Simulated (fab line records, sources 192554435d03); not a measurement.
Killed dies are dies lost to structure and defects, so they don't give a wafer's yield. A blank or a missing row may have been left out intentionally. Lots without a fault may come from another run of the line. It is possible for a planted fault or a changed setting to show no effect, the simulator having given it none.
Chamber matching :: flow n5Finfet :: rieSi-01 running N5_FIN_SAQP_ETCH_65: 4 sister chambers
The step etches SiO2 in CF4, target depth 4 nm, time 4.4 s. 4 wafers are shown with their chamber, then 12 later ones without.

WAFERS PAIRED WITH THEIR CHAMBERS
wafer: L082.1
chamber: 0
throttleValvePct (%): 22.03

wafer: L089.1
chamber: 2
throttleValvePct (%): 21.98

wafer: L089.2
chamber: 1
throttleValvePct (%): 21.60

wafer: L089.3
chamber: 3
throttleValvePct (%): 21.84

WAFERS MISSING THEIR CHAMBER
wafer: L090.1
throttleValvePct (%): 21.58

wafer: L090.3
throttleValvePct (%): 21.99

wafer: L090.5
throttleValvePct (%): 21.84

wafer: L093.2
throttleValvePct (%): 21.85

wafer: L093.3
throttleValvePct (%): 21.58

wafer: L093.4
throttleValvePct (%): 22.03

wafer: L096.4
throttleValvePct (%): 21.60

wafer: L096.5
throttleValvePct (%): 21.59

wafer: L096.6
throttleValvePct (%): 21.99

wafer: L097.2
throttleValvePct (%): 21.97

wafer: L097.4
throttleValvePct (%): 21.60

wafer: L097.6
throttleValvePct (%): 22.02

WHICH CHAMBER EACH ONE RAN IN
wafer: L090.1
from the rows above: 1
in truth: 1

wafer: L090.3
from the rows above: 2
in truth: 2

wafer: L090.5
from the rows above: 3
in truth: 3

wafer: L093.2
from the rows above: 3
in truth: 3

wafer: L093.3
from the rows above: 1
in truth: 1

wafer: L093.4
from the rows above: 0
in truth: 0

wafer: L096.4
from the rows above: 1
in truth: 1

wafer: L096.5
from the rows above: 1
in truth: 1

wafer: L096.6
from the rows above: 2
in truth: 2

wafer: L097.2
from the rows above: 2
in truth: 2

wafer: L097.4
from the rows above: 1
in truth: 1

wafer: L097.6
from the rows above: 0
in truth: 0
Placed correctly: 12 of 12. Can't be placed from these rows: 0. 0 placed wrongly.
How it was worked out, from the rows above alone: a wafer's distance from a chamber is the root of the sum, over the readings, of the square of ((its reading less the chamber's mean) divided by the reading's scatter). If the next closest chamber is less than 2 further off than the closest, the wafer can't be placed; otherwise it belongs to the closest. For every chamber, the mean is computed from those of its wafers that are shown. The scatter: root of mean squared gap, hidden wafer to nearest shown wafer, with one shown wafer a chamber.
